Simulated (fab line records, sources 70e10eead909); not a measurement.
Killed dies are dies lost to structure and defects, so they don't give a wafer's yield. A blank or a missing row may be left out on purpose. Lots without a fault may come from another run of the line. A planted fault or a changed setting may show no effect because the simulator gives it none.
Chamber matching | flow nand_harc | NHARC_A_BONDPAD_ETCH_34 on rie_diel-11: 4 sister chambers
The step etches the open film in N2/H2, target depth 60 nm, overetch 18 nm, time 65.91 s. 4 wafers are shown with their chamber, then 7 later ones without.

WAFERS WITH THEIR CHAMBER
wafer  | chamber | rf_vpp_V (V)
L995.4 | 2       | 427.6
L995.5 | 3       | 430.1
L996.1 | 1       | 429.6
L996.4 | 0       | 431.0

WAFERS WITHOUT THEIR CHAMBER
wafer  | rf_vpp_V (V)
L996.6 | 430.0
L997.2 | 429.8
L997.3 | 431.5
L997.5 | 431.6
L998.3 | 429.6
L998.4 | 431.7
L998.5 | 430.0

WHICH CHAMBER EACH WENT THROUGH
wafer  | from the rows above     | in truth
L996.6 | can't be placed: 3 or 1 | 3
L997.2 | can't be placed: 1 or 3 | 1
L997.3 | 0                       | 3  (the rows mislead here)
L997.5 | 0                       | 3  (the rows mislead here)
L998.3 | can't be placed: 1 or 3 | 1
L998.4 | 0                       | 0
L998.5 | can't be placed: 3 or 1 | 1
Placed correctly: 1 of 7. Can't be placed from these rows: 4 (the true chamber is among the candidates in 4). Placed wrongly: 2.
How it was worked out, from the rows above alone: a wafer's distance from a chamber is the root of the sum, over the readings, of the square of ((its reading less the chamber's mean) divided by the reading's scatter). The wafer belongs to the nearest chamber; if the next one is less than 2 further off, it can't be placed. A chamber's mean is the mean of its shown wafers. The scatter: with one shown wafer a chamber, the root of the mean of the squares of how far each hidden wafer lies from its nearest shown one.
